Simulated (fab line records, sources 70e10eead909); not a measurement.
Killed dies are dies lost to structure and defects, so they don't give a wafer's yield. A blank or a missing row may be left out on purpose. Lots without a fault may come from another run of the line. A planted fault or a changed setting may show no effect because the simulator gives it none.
Chamber matching | flow nand_harc | NHARC_P_GATE_STRIP_101 on rie_diel-13: 4 sister chambers
The step strips in O2, time 20 s. 4 wafers are shown with their chamber, then 11 later ones without.

WAFERS WITH THEIR CHAMBER
wafer  | chamber | showerhead_plenum_p_Torr (Torr)
L087.2 | 2       | 3.64
L088.5 | 1       | 3.51
L088.6 | 0       | 3.56
L090.1 | 3       | 3.47

WAFERS WITHOUT THEIR CHAMBER
wafer  | showerhead_plenum_p_Torr (Torr)
L090.5 | 3.51
L090.6 | 3.63
L091.1 | 3.51
L091.4 | 3.47
L091.5 | 3.63
L092.1 | 3.51
L092.3 | 3.55
L092.5 | 3.55
L093.2 | 3.51
L093.3 | 3.55
L093.6 | 3.47

WHICH CHAMBER EACH WENT THROUGH
wafer  | from the rows above | in truth
L090.5 | 1                   | 1
L090.6 | 2                   | 2
L091.1 | 1                   | 1
L091.4 | 3                   | 3
L091.5 | 2                   | 2
L092.1 | 1                   | 1
L092.3 | 0                   | 0
L092.5 | 0                   | 0
L093.2 | 1                   | 1
L093.3 | 0                   | 0
L093.6 | 3                   | 3
Placed correctly: 11 of 11. Can't be placed from these rows: 0. Placed wrongly: 0.
How it was worked out, from the rows above alone: a wafer's distance from a chamber is the root of the sum, over the readings, of the square of ((its reading less the chamber's mean) divided by the reading's scatter). The wafer belongs to the nearest chamber; if the next one is less than 2 further off, it can't be placed. A chamber's mean is the mean of its shown wafers. The scatter: with one shown wafer a chamber, the root of the mean of the squares of how far each hidden wafer lies from its nearest shown one.
